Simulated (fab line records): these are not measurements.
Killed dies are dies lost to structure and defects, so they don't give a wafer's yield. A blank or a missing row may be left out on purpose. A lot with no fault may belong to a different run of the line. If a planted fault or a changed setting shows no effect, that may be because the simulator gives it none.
One fault through the eyes of 2 desks :: flow n5-finfet :: each desk has only its own numbers; what lay behind them comes last

METROLOGY DESK
What the gauges read, lot by lot, whatever tool the lot ran on: means of the sampled wafers that have a number. If a lot's mean is further than 4 standard deviations from the usual mean, the lot is out of limits and carries the mark OUT (the distance appears in the brackets). Readings shown: 7 of its 10, picked as those furthest out on some lot.
Columns: A = DIBL_N at N5_BEOL_M4_RC_MEAS_101, usual 37.0 mV/V; B = IOFF_P at N5_BEOL_M4_RC_MEAS_101, usual 0.22 nA/um; C = ION_P at N5_BEOL_M4_RC_MEAS_101, usual 465 uA/um; D = SS_N at N5_BEOL_M4_RC_MEAS_101, usual 71.7 mV/dec; E = SS_P at N5_BEOL_M4_RC_MEAS_101, usual 73.6 mV/dec; F = VT_N at N5_BEOL_M4_RC_MEAS_101, usual 249 mV; G = VT_P at N5_BEOL_M4_RC_MEAS_101, usual -249 mV
lot: L522
first seen here: day 10 21:29
A: 37.4
B: 0.18
C: 456
D: 71.8
E: 73.6
F: 253
G: -254

lot: L532
first seen here: day 13 01:04
A: 37.6
B: 0.23
C: 463
D: 71.5
E: 74.1
F: 247
G: -251

lot: L533
first seen here: day 14 08:15
A: 39.0
B: 0.27
C: 468
D: 72.8
E: 74.8
F: 249
G: -247

lot: L537
first seen here: day 14 22:59
A: 37.8
B: 0.20
C: 458
D: 71.5
E: 72.9
F: 250
G: -250

lot: L543
first seen here: day 15 15:19
A: 35.4
B: 0.17
C: 453
D: 71.2
E: 73.3
F: 251
G: -256
This desk found nothing out of limits on any of the 5 lots.

AT THE TOOL OWNER'S DESK: ald-sin-02
The tool's own readings at N5_BEOL_M0_SAQP_ALD_48 (deposits SiO2, target thk 20 nm, pulse time 1 s, co reactant pulse time 1 s): means of the sampled wafers that have a number, for each lot that ran on this tool. If a lot's mean is further than 4 standard deviations from the usual mean, the lot is out of limits and carries the mark OUT (the distance appears in the brackets).
Columns: A = heater-power-w at N5_BEOL_M0_SAQP_ALD_48, usual 78 W; B = precursor-pulse-height-rel at N5_BEOL_M0_SAQP_ALD_48, usual 1.000
lot: L522
first seen here: day 5 19:38
A: 81
B: 1.007

lot: L532
first seen here: day 8 15:30
A: 82
B: 1.005

lot: L533
first seen here: day 8 16:00
A: 86
B: 0.994

lot: L537
first seen here: day 9 18:04
A: 88
B: 1.023
This desk found nothing out of limits on any of the 4 lots.

PUT TOGETHER
At the metrology desk, nothing out of limits was observed.
Nothing out of limits was seen by the tool owner's desk.

WHAT THE SIMULATOR HAD INSERTED
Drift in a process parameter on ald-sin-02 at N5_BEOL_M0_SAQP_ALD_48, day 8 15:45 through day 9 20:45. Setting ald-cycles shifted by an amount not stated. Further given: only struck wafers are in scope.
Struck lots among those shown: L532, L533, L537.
